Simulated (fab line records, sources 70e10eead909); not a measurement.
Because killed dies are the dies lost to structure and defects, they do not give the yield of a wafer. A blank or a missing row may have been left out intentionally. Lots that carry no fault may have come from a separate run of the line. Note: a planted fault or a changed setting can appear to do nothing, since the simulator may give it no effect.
Chamber matching    flow nand harc    4 sister chambers for NHARC_A_CONTACT_ETCH_88 on rie diel-03
The step etches the open film in CF4, target depth 39 nm, time 65 s. 22 wafers are shown with their chamber, then 11 later ones without.

## WAFERS PAIRED WITH THEIR CHAMBERS
wafer   chamber  showerhead plenum p Torr (Torr)  rf vpp V (V)  oes product au (a.u.)
L074.1  2        1.85                             150.5         0.996
L074.2  0        1.75                             151.7         1.001
L074.5  2        1.85                             151.9         0.994
L077.3  3        1.72                             150.7         0.991
L077.4  2        1.85                             152.7         1.006
L077.6  1        1.66                             148.2         1.006
L080.2  1        1.66                             149.7         1.007
L080.4  3        1.72                             149.4         0.999
L080.6  2        1.85                             152.4         0.998
L081.1  2        1.85                             152.0         0.987
L081.2  1        1.66                             149.8         0.995
L081.4  0        1.75                             152.3         1.007
L082.1  0        1.75                             149.8         0.993
L082.3  2        1.85                             151.5         0.984
L082.5  2        1.85                             151.5         1.005
L085.1  0        1.75                             151.5         1.003
L085.4  1        1.66                             149.3         1.006
L085.5  2        1.85                             152.3         1.003
L086.1  3        1.71                             150.3         0.993
L086.4  0        1.75                             152.2         0.997
L086.6  1        1.66                             149.5         1.002
L093.1  2        1.85                             151.8         1.012

SIGNATURES (means of the wafers above)
reading                   chamber 0  chamber 1  chamber 2  chamber 3  scatter within a chamber
showerhead plenum p Torr  1.7500     1.6600     1.8500     1.7167     0.00192
rf vpp V                  151.500    149.300    151.844    150.133    0.743
oes product au            1.00020    1.00320    0.99833    0.99433    0.00715
Rule: for a wafer and a chamber, the distance is found by dividing, reading by reading, the gap between the wafer's reading and the chamber's mean by the reading's scatter, squaring, summing and taking the root. The wafer belongs to the nearest chamber; if the next one is less than 2 further off, it can't be placed. How the scatter is found: for the shown wafers, subtract from each reading the mean of its chamber, square and add these, divide the total by (wafers less chambers), then take the root.

## WAFERS WITHOUT THEIR CHAMBER
wafer   showerhead plenum p Torr (Torr)  rf vpp V (V)  oes product au (a.u.)
L093.2  1.75                             151.4         1.007
L093.6  1.85                             151.9         1.003
L089.1  1.75                             151.2         1.010
L089.2  1.71                             151.0         0.997
L089.5  1.71                             151.2         0.997
L091.1  1.65                             150.1         1.008
L091.4  1.71                             150.4         1.006
L091.6  1.71                             150.7         0.999
L092.1  1.65                             149.3         1.020
L092.3  1.75                             151.5         1.010
L092.4  1.85                             152.2         0.999

## WHICH CHAMBER EACH ONE RAN IN
wafer   from the rows above  in truth
L093.2  0                    0
L093.6  2                    2
L089.1  0                    0
L089.2  3                    3
L089.5  3                    3
L091.1  1                    1
L091.4  3                    3
L091.6  3                    3
L092.1  1                    1
L092.3  0                    0
L092.4  2                    2
Correct placement for 11 of the 11. Number that these rows cannot place: 0. Wrongly placed: 0.
